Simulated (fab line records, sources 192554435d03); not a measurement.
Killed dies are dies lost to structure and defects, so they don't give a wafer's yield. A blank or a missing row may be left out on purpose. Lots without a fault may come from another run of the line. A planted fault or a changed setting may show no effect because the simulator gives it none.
Split-lot experiment | flow n5_finfet | 7 lots, 21 wafers read, on a route of 1938 steps

THE SPLIT
At N5_BEOL_M15_TRENCH_ETCH_34 (etches SiO2 in C4F8/O2/Ar, target depth 872.93 nm, time 199 s), the setting time_s was moved away from the recipe's 199 s on 5 of the 21 wafers read, by -18.3% to +12.5%. The other wafers ran this setting at the recipe's value.

FROM THE SPLIT TO THE READING: what the file shows between them, 7 steps
- N5_BEOL_M15_STRIP_36: strips in O2
- N5_BEOL_M15_ECD_47: material Cu, target thk 1860 nm
- N5_BEOL_M15_ANNEAL_48: time 90 s
- N5_BEOL_M15_CMP_49: polishes, stops on SiO2, t overpolish 4.9 s, target thk 850 nm
- N5_BEOL_M15_THK_MEAS_50: measures by xrf
- N5_BEOL_M15_PRE_CLEAN_52: time 15 s
- N5_BEOL_M15_DEP_53: deposits SiCN from 3MS/NH3, target thk 50 nm, time 17.8 s

THE READING
M15_RS, in ohm/sq, at N5_BEOL_M15_RS_MEAS_54 (measures by four-point-probe). Fault-free wafers of this fab line usually give 0.0215 ohm/sq, standard deviation 0.00048 ohm/sq.

wafer  | tool, chamber at the split | time_s as run, s | against the recipe | M15_RS, ohm/sq | against lot-mates on the recipe
L074.3 | rie_diel-06, 0             | 162.5            | -18.3%             | 0.0271         | +0.0053
L074.4 | rie_diel-06, 0             | 199              | recipe             | 0.0218         | -
L074.5 | rie_diel-06, 1             | 162.5            | -18.3%             | 0.0275         | +0.0057
L076.1 | rie_diel-03, 3             | 223.8            | +12.5%             | 0.0194         | -0.0025
L076.4 | rie_diel-03, 0             | 199              | recipe             | 0.0219         | -
L076.6 | rie_diel-03, 0             | 223.8            | +12.5%             | 0.0194         | -0.0025
L080.2 | rie_diel-02, 2             | 162.5            | -18.3%             | 0.0272         | +0.0054
L080.5 | rie_diel-02, 1             | 199              | recipe             | 0.0214         | -
L080.6 | rie_diel-02, 2             | 199              | recipe             | 0.0222         | -
L081.3 | rie_diel-02, 1             | 199              | recipe             | 0.0210         | -
L081.4 | rie_diel-02, 2             | 199              | recipe             | 0.0221         | -
L081.6 | rie_diel-02, 3             | 199              | recipe             | 0.0207         | -
L088.1 | rie_diel-06, 3             | 199              | recipe             | 0.0211         | -
L088.2 | rie_diel-06, 2             | 199              | recipe             | 0.0211         | -
L088.5 | rie_diel-06, 0             | 199              | recipe             | 0.0218         | -
L090.1 | rie_diel-02, 0             | 199              | recipe             | 0.0212         | -
L090.4 | rie_diel-02, 1             | 199              | recipe             | 0.0218         | -
L090.6 | rie_diel-02, 2             | 199              | recipe             | 0.0226         | -
L097.1 | rie_diel-02, 3             | 199              | recipe             | 0.0208         | -
L097.2 | rie_diel-02, 1             | 199              | recipe             | 0.0213         | -
L097.5 | rie_diel-02, 1             | 199              | recipe             | 0.0216         | -

THE FIT
A straight line over all 21 wafers: M15_RS changes by -0.000274 ohm/sq for each +1% of time_s; r = -0.96; the points scatter about the line by 0.00066 ohm/sq.
The same after taking each lot's own level away (the mean of its wafers on the recipe; 21 wafers): -0.000272 ohm/sq for each +1%; r = -0.97; scatter 0.00051 ohm/sq.
On that fit, the largest move of time_s shifts the reading by 0.005 ohm/sq.
The lots' own levels span 0.02123 to 0.02190 ohm/sq, that is 1.4 times the standard deviation above.
So the lot-to-lot level changes the slope little: the two slopes agree.
Check: with one of the wafers moved furthest among these (-18.3%) left out of the fit, the line predicts +0.00507 ohm/sq for it against its lot-mates. It came out at +0.0053 ohm/sq against them.

OTHER SPLITS ON THESE WAFERS
These wafers also went through other splits before the reading. Each is held against what the fit with the lots' levels taken away leaves over:
other split on the same wafers | wafers away from the commonest value | r with M15_RS (lot level and that fit taken away)
N5_BEOL_M12_PEB_08 peb_time_s  | 9                                    | -0.30
N5_BEOL_M12_SPUTTER_44 power_w | 7                                    | -0.01
N5_BEOL_M14_ILD_DEP_00 temp_c  | 7                                    | -0.30
N5_BEOL_M15_PEB_26 peb_temp_c  | 7                                    | -0.46

THE WHOLE CHAIN: every reading that the file lists as answering this split, in the file's order
step                       | what it does                                                   | reading                                                                          | change (the file's fit)              | r (the file's)
N5_BEOL_M15_TRENCH_ETCH_34 | etches SiO2 in C4F8/O2/Ar, target depth 872.93 nm, time 199 s  | etch.depth_nm (the simulator's own value, which no gauge read)                   | +8.99 nm for each +1% of the setting | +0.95
N5_BEOL_M15_TRENCH_ETCH_34 | etches SiO2 in C4F8/O2/Ar, target depth 872.93 nm, time 199 s  | coat_of_BEOL_M15_COAT_22.thk_nm (the simulator's own value, which no gauge read) | -1.78 nm for each +1% of the setting | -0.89
N5_BEOL_M15_CMP_49         | polishes, stops on SiO2, t overpolish 4.9 s, target thk 850 nm | Cu_of_BEOL_M15_ECD_47.thk_nm (the simulator's own value, which no gauge read)    | +8.99 nm for each +1% of the setting | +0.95
N5_BEOL_M15_THK_MEAS_50    | measures by xrf                                                | M15_THK                                                                          | +8.54 for each +1% of the setting    | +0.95
N5_BEOL_M15_RS_MEAS_54     | measures by four-point-probe                                   | M15_RS                                                                           | -0.00028 for each +1% of the setting | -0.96

THE FILE'S OWN FIT
M15_RS changes by -0.00028 ohm/sq for each +1% of time_s, r = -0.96.
